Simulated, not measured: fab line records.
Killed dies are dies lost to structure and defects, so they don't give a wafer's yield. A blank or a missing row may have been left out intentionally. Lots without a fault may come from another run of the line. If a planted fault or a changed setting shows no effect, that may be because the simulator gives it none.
Matching of chambers	flow n5Finfet	N5_SDB_ETCH_17 on rieDiel-01 has 4 sister chambers
The step etches SiARC in CF4, target depth 23.4 nm, time 39 s. 4 wafers are shown with their chamber, then 11 later ones without.

== EACH WAFER AND ITS CHAMBER ==
wafer	chamber	throttleValvePct (%)
L083.3	0	15.98
L084.2	2	15.39
L084.5	3	15.18
L086.2	1	15.80

== WAFERS WITHOUT THEIR CHAMBER ==
wafer	throttleValvePct (%)
L086.3	15.40
L086.6	15.41
L087.1	15.20
L087.3	16.01
L087.6	15.21
L089.1	16.03
L089.5	15.80
L089.6	15.41
L091.2	15.82
L091.5	15.42
L091.6	15.80

== THE CHAMBER EACH PASSED THROUGH ==
wafer	from the rows above	in truth
L086.3	2	2
L086.6	2	2
L087.1	3	3
L087.3	0	0
L087.6	3	3
L089.1	0	0
L089.5	1	1
L089.6	2	2
L091.2	1	1
L091.5	2	2
L091.6	1	1
Correct placement for 11 of the 11. Can't be placed from these rows: 0. 0 placed wrongly.
How it was worked out, from the rows above alone: a wafer's distance from a chamber is the root of the sum, over the readings, of the square of ((its reading less the chamber's mean) divided by the reading's scatter). The wafer belongs to the nearest chamber; if the next one is less than 2 further off, it can't be placed. Each chamber's mean is taken over the wafers shown for it. The scatter (one wafer shown for each chamber): square how far every hidden wafer sits from the nearest shown wafer, average those squares and take the square root.
